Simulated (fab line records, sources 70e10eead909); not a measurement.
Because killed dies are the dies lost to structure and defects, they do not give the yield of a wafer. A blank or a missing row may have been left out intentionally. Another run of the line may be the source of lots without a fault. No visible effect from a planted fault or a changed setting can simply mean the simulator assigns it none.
Which tool was responsible?    flow nand harc    at 1 step of a route of 1159, 24 lots with 72 wafers sampled

== WHAT EACH GAUGE READ, for each wafer ==
NHARC_A_CONTACT_INSPECT_71. Usual: raw defect count reads 29 (standard deviation 12).
lot   measured      on                 raw defect count  flag
L075  day 16 14:25  defect inspect-02  25 25 33          
L074  day 16 18:10  defect inspect-02  28 25 22          
L078  day 17 01:38  defect inspect-01  23 46 28          
L076  day 17 03:23  defect inspect-01  15 21 20          
L077  day 17 05:32  defect inspect-01  11 12 13          
L079  day 17 19:49  defect inspect-02  8 13 13           
L080  day 18 01:35  defect inspect-02  34 39 36          
L083  day 18 13:32  defect inspect-01  28 33 36          
L081  day 18 19:41  defect inspect-01  11 5 11           
L082  day 18 21:25  defect inspect-02  29 20 32          
L084  day 19 02:56  defect inspect-02  29 26 30          
L085  day 19 05:04  defect inspect-02  35 29 28          
L087  day 19 09:56  defect inspect-01  36 38 23          
L086  day 19 12:21  defect inspect-02  18 26 29          
L088  day 20 08:09  defect inspect-02  29 24 29          
L090  day 20 08:38  defect inspect-02  33 36 23          
L091  day 20 12:20  defect inspect-02  57 43 49          
L089  day 20 15:58  defect inspect-02  35 35 37          
L092  day 20 17:39  defect inspect-02  24 21 8           
L093  day 21 05:12  defect inspect-02  46 45 52          
L094  day 21 05:21  defect inspect-02  45 36 44          
L097  day 21 18:31  defect inspect-01  29 36 32          
L096  day 21 23:24  defect inspect-02  26 12 18          
L095  day 22 03:17  defect inspect-02  53 46 45          

== WHAT TOOL EACH LOT RAN ON (gives the tool, then ch and the chambers of the sampled wafers, and finally the start) ==
There is no process step in the record ahead of these readings.

== WHAT THE TOOLS THEMSELVES READ (means of the sampled wafers that have a number; where no wafer has one, the mark that the record gives instead) ==
The record holds no such reading with a usual standard deviation.

== THE ANSWER, worked out from the rows above alone ==
Rule: a lot is off if the mean of its wafers that have a number lies more than 3 standard deviations from the usual mean. A lot without any number at a reading at which 4 lots or more have one is off too. Any other lot the step has rows for is counted as sound. First the gauges in route order, then the tools' own readings, where a lot's mean is used as printed above. The first step at which some lot is off is used, and at that step the reading that is off furthest; a lot without a number counts as furthest.
Nothing can be told from this: no lot is off at any reading shown.

== WHAT WAS PUT IN BY THE SIMULATOR ==
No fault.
